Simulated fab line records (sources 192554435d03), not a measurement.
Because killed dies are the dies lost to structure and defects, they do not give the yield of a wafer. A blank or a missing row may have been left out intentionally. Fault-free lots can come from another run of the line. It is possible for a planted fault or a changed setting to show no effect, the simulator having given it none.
Which tool did it? -- flow n5_finfet -- 9 lots, 27 wafers sampled, at 5 steps of a route of 1938

WHAT THE GAUGES SHOWED, per wafer
N5_MOL_CONTACT_COAG_CD_MEAS_137: target cd 16 nm. Usual: cd_nm reads 16.1 nm (standard deviation 0.31).
lot,measured,on,cd_nm (nm),flag
L201,day 6 05:52,cd_sem-03,16.0 16.1 16.5,
L202,day 6 10:26,cd_sem-02,16.5 16.1 15.8,
L206,day 7 10:23,cd_sem-02,16.4 15.7 16.4,
L214,day 9 13:17,cd_sem-01,15.2 16.9 16.1,
L215,day 10 00:55,cd_sem-02,15.8 16.0 15.5,
L216,day 10 00:59,cd_sem-02,16.4 16.5 15.7,
L218,day 10 20:57,cd_sem-01,16.1 16.3 16.1,
L219,day 10 23:11,cd_sem-01,16.7 15.8 16.0,
L220,day 11 06:58,cd_sem-02,15.7 15.9 16.1,

N5_MOL_CONTACT_COAG_CD_MEAS_101: target cd 16 nm. Usual: cd_nm reads 16.1 nm (standard deviation 0.36).
lot,measured,on,cd_nm (nm),flag
L201,day 6 07:10,cd_sem-02,15.6 15.7 15.5,
L202,day 6 11:52,cd_sem-03,15.7 15.8 15.9,
L206,day 7 11:46,cd_sem-02,15.4 16.0 16.2,
L214,day 9 14:40,cd_sem-01,15.9 16.2 16.2,
L215,day 10 02:28,cd_sem-02,16.5 16.2 16.2,
L216,day 10 02:29,cd_sem-01,15.8 15.9 15.7,
L218,day 10 22:47,cd_sem-01,16.4 16.4 15.9,
L219,day 11 00:38,cd_sem-03,16.7 16.3 16.3,
L220,day 11 08:50,cd_sem-02,16.3 16.3 16.1,

N5_BEOL_M4_RC_MEAS_101. Usual: DIBL_N 35.9 mV/V, standard deviation 1.8; DIBL_P 36.2 mV/V, standard deviation 2; IOFF_N 0.16 nA/um, standard deviation 0.031; IOFF_P 0.22 nA/um, standard deviation 0.041; ION_N 676 uA/um, standard deviation 11; ION_P 465 uA/um, standard deviation 8.5; SS_N 71.4 mV/dec, standard deviation 0.64; SS_P 73.2 mV/dec, standard deviation 0.7; VT_N 250 mV, standard deviation 3.5; VT_P -250 mV, standard deviation 3.9.
lot,measured,on,DIBL_N (mV/V),DIBL_P (mV/V),IOFF_N (nA/um),IOFF_P (nA/um),ION_N (uA/um),ION_P (uA/um),SS_N (mV/dec),SS_P (mV/dec),VT_N (mV),VT_P (mV),flag
L201,day 9 03:10,prober-01,36.8 36.2 34.8,36.1 35.4 34.8,0.18 0.15 0.15,0.25 0.24 0.23,681 673 678,471 474 472,72.3 71.4 71.2,73.8 74.1 73.0,249 250 249,-244 -245 -247,
L202,day 9 22:53,prober-02,35.2 36.6 34.1,35.6 37.7 34.7,0.13 0.16 0.12,0.18 0.22 0.16,658 671 672,448 462 462,72.0 72.2 71.5,73.5 73.9 73.3,252 248 252,-258 -254 -255,
L206,day 10 02:59,prober-01,36.3 36.3 36.5,36.6 36.9 36.9,0.16 0.16 0.16,0.25 0.26 0.25,678 673 688,470 465 477,70.6 71.3 71.2,73.6 72.8 72.9,247 249 249,-242 -245 -246,
L214,day 12 05:52,prober-01,37.3 36.9 38.6,38.5 37.9 39.0,0.21 0.20 0.22,0.24 0.23 0.24,689 689 691,464 468 463,72.4 71.9 71.9,74.3 74.2 74.4,245 244 246,-249 -251 -250,
L215,day 12 20:40,prober-02,36.1 42.1 37.3,35.7 43.3 37.6,0.13 0.29 0.16,0.20 0.37 0.25,661 712 677,461 481 469,70.1 71.9 70.5,73.6 74.9 74.3,252 239 250,-250 -239 -246,
L216,day 13 02:40,prober-01,38.3 38.3 37.5,40.2 39.0 37.9,0.22 0.20 0.18,0.28 0.26 0.24,679 685 678,470 476 464,72.5 72.2 72.2,74.3 73.0 73.7,247 246 248,-245 -246 -247,
L218,day 13 15:16,prober-01,36.2 34.7 34.8,34.7 33.7 33.1,0.17 0.14 0.15,0.22 0.20 0.19,680 669 662,459 466 458,71.8 71.2 71.2,73.0 72.9 71.8,247 249 250,-251 -251 -250,
L219,day 13 20:48,prober-02,35.1 37.9 37.0,35.2 37.1 36.8,0.14 0.18 0.16,0.21 0.24 0.24,684 691 678,470 473 470,71.1 71.3 71.6,72.6 74.2 73.5,247 248 248,-248 -248 -248,
L220,day 14 09:07,prober-02,35.7 35.4 35.6,35.5 35.8 36.1,0.13 0.13 0.14,0.15 0.15 0.15,676 678 675,456 464 452,70.6 70.6 71.2,73.4 72.5 73.0,250 254 249,-258 -259 -256,

TOOL THAT RAN EACH LOT (tool first, then ch and the chambers of the sampled wafers, then the start)
lot,N5_MOL_CONTACT_COAG_ETCHBACK_132,N5_MOL_CONTACT_COAG_ETCH_124
L201,"rie_diel-02 ch 1,2,3, day 6 05:22","rie_diel-02 ch 1,3, day 6 06:50"
L202,"rie_diel-02 ch 1,2, day 6 09:56","rie_diel-03 ch 0,1,2, day 6 11:32"
L206,"rie_diel-05 ch 0,2, day 7 09:39","rie_diel-02 ch 1,3, day 7 11:27"
L214,"rie_diel-05 ch 0,1,2, day 9 12:47","rie_diel-05 ch 0,1,2, day 9 14:20"
L215,"rie_diel-02 ch 0,2,3, day 10 00:25","rie_diel-03 ch 0,3, day 10 02:04"
L216,"rie_diel-05 ch 1,2, day 10 00:30","rie_diel-02 ch 0,2,3, day 10 02:10"
L218,"rie_diel-02 ch 0,2,3, day 10 20:28","rie_diel-02 ch 0,2,3, day 10 22:24"
L219,"rie_diel-05 ch 0,2,3, day 10 22:41","rie_diel-05 ch 1,3, day 11 00:18"
L220,"rie_diel-02 ch 1,3, day 11 06:28","rie_diel-05 ch 0,2,3, day 11 08:31"
- N5_MOL_CONTACT_COAG_ETCHBACK_132: etches SiO2 in CHF3, target depth 10 nm, time 6.7 s.
- N5_MOL_CONTACT_COAG_ETCH_124: etches SiNx in CH3F/O2, stops on SiOC, target depth 6.5 nm.

AS READ BY THE TOOLS THEMSELVES (means over the sampled wafers that have a number; for cases with no such wafer, the mark the record gives instead)
N5_MOL_CONTACT_COAG_ETCHBACK_132. Usual: chamber_pressure_mTorr 30.001 mTorr, standard deviation 0.027; drypump_motor_current_A 5.8 A, standard deviation 0.4; oes_product_au 0.76 a.u., standard deviation 0.083; rf_vpp_V 527 V, standard deviation 12; showerhead_plenum_p_Torr 2.38 Torr, standard deviation 0.082; throttle_valve_pct 18.74 %, standard deviation 0.19.
lot,tool,chamber_pressure_mTorr (mTorr),drypump_motor_current_A (A),oes_product_au (a.u.),rf_vpp_V (V),showerhead_plenum_p_Torr (Torr),throttle_valve_pct (%),flag
L201,rie_diel-02,30.004,5.7,0.77,533,2.38,18.74,
L202,rie_diel-02,30.000,5.5,0.73,539,2.44,18.73,
L206,rie_diel-05,29.984,5.7,0.79,531,2.41,18.54,
L214,rie_diel-05,30.007,5.5,0.76,530,2.41,18.69,
L215,rie_diel-02,29.983,6.0,0.84,530,2.27,18.71,
L216,rie_diel-05,30.002,5.4,0.82,534,2.37,18.62,
L218,rie_diel-02,30.001,6.0,0.84,531,2.27,18.72,
L219,rie_diel-05,30.023,5.9,0.76,531,2.41,18.71,
L220,rie_diel-02,30.010,5.6,0.75,527,2.41,18.72,

N5_MOL_CONTACT_COAG_ETCH_124. Usual: CH3F_flow_sccm 30.01 sccm, standard deviation 0.097; bias_w 73.03 W, standard deviation 0.22; chamber_pressure_mTorr 30.00 mTorr, standard deviation 0.033; drypump_motor_current_A 5.9 A, standard deviation 0.42; oes_product_au 0.64 a.u., standard deviation 0.06; rf_vpp_V 297 V, standard deviation 6.3; showerhead_plenum_p_Torr 2.00 Torr, standard deviation 0.069; throttle_valve_pct 16.37 %, standard deviation 0.19.
lot,tool,CH3F_flow_sccm (sccm),bias_w (W),chamber_pressure_mTorr (mTorr),drypump_motor_current_A (A),oes_product_au (a.u.),rf_vpp_V (V),showerhead_plenum_p_Torr (Torr),throttle_valve_pct (%),flag
L201,rie_diel-02,30.00,72.90,30.03,5.8,0.71,296,1.99,16.25,
L202,rie_diel-03,29.93,73.08,30.01,6.0,0.61,291,1.99,16.39,
L206,rie_diel-02,30.05,75.45,30.01,5.8,0.70,304,1.99,16.28,OFF
L214,rie_diel-05,30.05,73.05,30.01,5.5,0.65,301,2.03,16.33,
L215,rie_diel-03,30.04,73.02,30.02,6.0,0.59,291,1.97,16.28,
L216,rie_diel-02,30.05,72.98,30.04,6.0,0.72,301,1.91,16.30,
L218,rie_diel-02,30.13,73.21,29.98,6.0,0.70,301,1.91,16.33,
L219,rie_diel-05,29.98,73.05,30.00,6.0,0.58,300,2.06,16.67,
L220,rie_diel-05,30.02,73.03,30.00,5.9,0.64,302,2.02,16.34,

THE ANSWER, worked out from the rows above alone
Rule: a lot counts as off when the mean over its wafers that have a number is more than 3 standard deviations away from the usual mean. Also off: a lot with no number at a reading for which 4 or more lots have one. The other lots that the step has rows for count as sound. First the gauges in route order, then the tools' own readings, where a lot's mean is used as printed above. The first step at which some lot is off is used, and at that step the reading that is off furthest; a lot without a number counts as furthest.
Off: L206, at N5_MOL_CONTACT_COAG_ETCH_124 (bias_w).
If a tool, at that step or one of the process steps before it, ran each lot that is off and ran no sound lot following the first of them, it fits. Not one of the candidates tried fits.

WHAT HAD BEEN PUT IN BY THE SIMULATOR
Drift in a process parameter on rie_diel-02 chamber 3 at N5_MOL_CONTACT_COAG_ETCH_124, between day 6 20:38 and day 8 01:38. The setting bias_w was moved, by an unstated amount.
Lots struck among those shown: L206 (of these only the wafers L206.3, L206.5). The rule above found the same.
